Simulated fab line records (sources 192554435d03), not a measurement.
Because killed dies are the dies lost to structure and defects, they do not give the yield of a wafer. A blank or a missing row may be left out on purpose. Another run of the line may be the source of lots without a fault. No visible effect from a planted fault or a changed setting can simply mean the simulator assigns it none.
Which tool did it?    flow n5_finfet    12 lots, 36 wafers sampled, at 5 steps of a route of 1938

WHAT EACH GAUGE READ, for each wafer
No reading from a measuring or inspecting step in the record can be judged against a usual standard deviation.

EACH LOT AND THE TOOL THAT RAN IT (in order: tool; ch and the chambers of the sampled wafers; start)
lot   N5_BEOL_M4_ANNEAL_87          N5_BEOL_M4_ANNEAL_93          N5_BEOL_M5_ILD_DEP_00            N5_BEOL_M5_PECVD_70              N5_PASSIVATION_PROBE_49
L241  pvd_sputter-02, day 8 04:27   pvd_sputter-02, day 8 05:07   pecvd-01 ch 0,1, day 8 07:37     pecvd-03 ch 0,1, day 8 08:14     -
L240  pvd_sputter-02, day 8 06:32   pvd_sputter-02, day 8 07:11   pecvd-03 ch 1,2, day 8 10:11     pecvd-03 ch 1,2, day 8 10:48     -
L242  pvd_sputter-03, day 8 09:29   pvd_sputter-03, day 8 10:08   pecvd-02 ch 0,1,2, day 8 12:34   pecvd-03 ch 0,1,2, day 8 13:10   prober-01, day 12 23:28
L247  pvd_sputter-01, day 9 13:09   pvd_sputter-01, day 9 13:49   pecvd-01 ch 1,2, day 9 16:18     pecvd-02 ch 0,1,2, day 9 16:55   prober-02, day 14 03:38
L250  pvd_sputter-01, day 10 13:05  pvd_sputter-01, day 10 13:44  pecvd-01 ch 0,1,2, day 10 16:11  pecvd-01 ch 0,1,2, day 10 17:16  prober-02, day 15 22:37
L254  pvd_sputter-03, day 11 08:51  pvd_sputter-03, day 11 09:31  pecvd-03 ch 0,1,2, day 11 11:56  pecvd-02 ch 0,1,2, day 11 12:32  prober-02, day 16 04:29
L256  pvd_sputter-03, day 12 04:38  pvd_sputter-03, day 12 05:17  pecvd-03 ch 0,1, day 12 07:58    pecvd-03 ch 0,2, day 12 08:46    prober-01, day 16 09:28
L258  pvd_sputter-03, day 12 13:02  pvd_sputter-03, day 12 13:41  pecvd-01 ch 0,2, day 12 16:25    pecvd-01 ch 1,2, day 12 17:01    -
L257  pvd_sputter-03, day 12 23:31  pvd_sputter-03, day 13 00:11  pecvd-02 ch 0, day 13 03:17      pecvd-02 ch 0,1,2, day 13 03:55  -
L260  pvd_sputter-01, day 13 09:37  pvd_sputter-01, day 13 10:17  pecvd-02 ch 0,2, day 13 12:59    pecvd-01 ch 1,2, day 13 13:35    prober-02, day 17 22:32
L261  pvd_sputter-01, day 13 13:58  pvd_sputter-01, day 13 14:37  pecvd-03 ch 1,2, day 13 17:19    pecvd-02 ch 1,2, day 13 17:57    -
L262  pvd_sputter-01, day 13 23:05  pvd_sputter-01, day 13 23:45  pecvd-01 ch 0,2, day 14 02:28    pecvd-03 ch 1,2, day 14 03:05    -
- N5_BEOL_M4_ANNEAL_87: time 240 s.
- N5_BEOL_M4_ANNEAL_93: time 240 s.
- N5_BEOL_M5_ILD_DEP_00: deposits SiCOH lowk from DEMS/porogen, target thk 140.64 nm, time 25.9 s.
- N5_BEOL_M5_PECVD_70: deposits SiO2 from TEOS/O2, target thk 16 nm, time 18 s.
- N5_PASSIVATION_PROBE_49

WHAT THE TOOLS THEMSELVES READ (means of the sampled wafers that have a number; where no wafer has one, the mark that the record gives instead)
N5_BEOL_M4_ANNEAL_87. Usual: heater_power_w at 818 W, with a standard deviation of 84.
lot   tool            heater_power_w (W)  flag
L241  pvd_sputter-02  890                 
L240  pvd_sputter-02  908                 
L242  pvd_sputter-03  840                 
L247  pvd_sputter-01  710                 
L250  pvd_sputter-01  812                 
L254  pvd_sputter-03  832                 
L256  pvd_sputter-03  786                 
L258  pvd_sputter-03  869                 
L257  pvd_sputter-03  831                 
L260  pvd_sputter-01  732                 
L261  pvd_sputter-01  725                 
L262  pvd_sputter-01  794                 

N5_BEOL_M4_ANNEAL_93. Usual: heater_power_w at 821 W, with a standard deviation of 85.
lot   tool            heater_power_w (W)  flag
L241  pvd_sputter-02  894                 
L240  pvd_sputter-02  899                 
L242  pvd_sputter-03  835                 
L247  pvd_sputter-01  713                 
L250  pvd_sputter-01  798                 
L254  pvd_sputter-03  838                 
L256  pvd_sputter-03  795                 
L258  pvd_sputter-03  878                 
L257  pvd_sputter-03  850                 
L260  pvd_sputter-01  738                 
L261  pvd_sputter-01  728                 
L262  pvd_sputter-01  795                 

N5_BEOL_M5_ILD_DEP_00. Usual: heater_power_w 333 W, standard deviation 77; showerhead_plenum_p_Torr 5.745 Torr, standard deviation 0.013; susceptor_temp_C 300.02 C, standard deviation 0.18; throttle_valve_pct 13.5 %, standard deviation 0.52.
lot   tool      heater_power_w (W)  showerhead_plenum_p_Torr (Torr)  susceptor_temp_C (C)  throttle_valve_pct (%)  flag
L241  pecvd-01  442                 5.744                            299.95                13.7                    
L240  pecvd-03  285                 5.736                            299.99                13.6                    
L242  pecvd-02  311                 5.746                            300.22                13.2                    
L247  pecvd-01  340                 5.743                            304.71                13.8                    OFF
L250  pecvd-01  387                 5.750                            304.83                13.5                    OFF
L254  pecvd-03  319                 5.753                            300.11                13.5                    
L256  pecvd-03  286                 5.735                            300.08                13.8                    
L258  pecvd-01  351                 5.747                            300.10                13.2                    
L257  pecvd-02  409                 5.747                            300.12                13.8                    
L260  pecvd-02  379                 5.744                            299.97                13.3                    
L261  pecvd-03  301                 5.732                            300.14                13.2                    
L262  pecvd-01  339                 5.738                            300.10                13.3                    

N5_BEOL_M5_PECVD_70. Usual: heater_power_w 748 W, standard deviation 120; showerhead_plenum_p_Torr 8.81 Torr, standard deviation 0.041; throttle_valve_pct 21.7 %, standard deviation 0.82.
lot   tool      heater_power_w (W)  showerhead_plenum_p_Torr (Torr)  throttle_valve_pct (%)  flag
L241  pecvd-03  739                 8.82                             22.3                    
L240  pecvd-03  709                 8.78                             21.7                    
L242  pecvd-03  754                 8.80                             21.8                    
L247  pecvd-02  712                 8.82                             21.1                    
L250  pecvd-01  781                 8.81                             22.0                    
L254  pecvd-02  708                 8.81                             21.3                    
L256  pecvd-03  699                 8.88                             22.0                    
L258  pecvd-01  684                 8.84                             22.5                    
L257  pecvd-02  713                 8.79                             21.4                    
L260  pecvd-01  796                 8.82                             22.6                    
L261  pecvd-02  653                 8.82                             21.1                    
L262  pecvd-03  661                 8.78                             21.4                    

N5_PASSIVATION_PROBE_49. Usual: defect_limited_yield 91.2 %, standard deviation 1.6; killed_at_M0_to_M3 34, standard deviation 11; killed_at_M4_up 13, standard deviation 5.2; killed_at_contacts 13, standard deviation 6.3; killed_at_front_end 40, standard deviation 14; killed_at_other 3.2, standard deviation 2.4; killed_dies 104, standard deviation 19; killed_open 69, standard deviation 14; killed_short 32, standard deviation 7.5; sort_bin_4_leakage 0.00 %, standard deviation 0.04; sort_bin_5_function 5.3 %, standard deviation 1.1; sort_bin_6_memory 3.2 %, standard deviation 0.73; sort_bin_8_speed 0.01 %, standard deviation 0.038; sort_n_pass 1076, standard deviation 19.
lot   tool       defect_limited_yield (%)  killed_at_M0_to_M3  killed_at_M4_up  killed_at_contacts  killed_at_front_end  killed_at_other  killed_dies  killed_open  killed_short  sort_bin_4_leakage (%)  sort_bin_5_function (%)  sort_bin_6_memory (%)  sort_bin_8_speed (%)  sort_n_pass  flag
L242  prober-01  90.9                      34                  15               20                  37                   1.7              107          73           34            0.00                    5.2                      3.6                    0.00                  1073         
L247  prober-02  91.8                      34                  9                10                  39                   4.3              97           69           27            0.00                    4.7                      3.0                    0.00                  1083         
L250  prober-02  92.3                      26                  12               17                  34                   1.3              91           56           33            0.00                    4.7                      2.6                    0.03                  1089         
L254  prober-02  89.8                      51                  14               16                  37                   3.7              121          79           39            0.00                    5.8                      4.0                    0.00                  1059         
L256  prober-01  91.2                      36                  18               16                  32                   2.3              104          63           35            0.00                    5.2                      3.2                    0.00                  1076         
L260  prober-02  92.1                      30                  12               7                   42                   3.3              93           58           33            0.00                    4.5                      3.1                    0.00                  1087         

THE ANSWER, worked out from the rows above alone
Rule: a lot counts as off when the mean over its wafers that have a number is more than 3 standard deviations away from the usual mean. A lot without any number at a reading at which 4 lots or more have one is off too. Where the step has rows for the other lots, those lots are counted as sound. First the gauges in route order, then the tools' own readings, where a lot's mean is used as printed above. At the first step where some lot is off, the reading lying furthest off is the one used; lots without a number count as furthest.
Off: L247, L250 (N5_BEOL_M5_ILD_DEP_00, susceptor_temp_C).
If a tool, at that step or one of the process steps before it, ran each lot that is off and ran no sound lot following the first of them, it fits. No candidate that was tried fits.

WHAT THE SIMULATOR PUT IN
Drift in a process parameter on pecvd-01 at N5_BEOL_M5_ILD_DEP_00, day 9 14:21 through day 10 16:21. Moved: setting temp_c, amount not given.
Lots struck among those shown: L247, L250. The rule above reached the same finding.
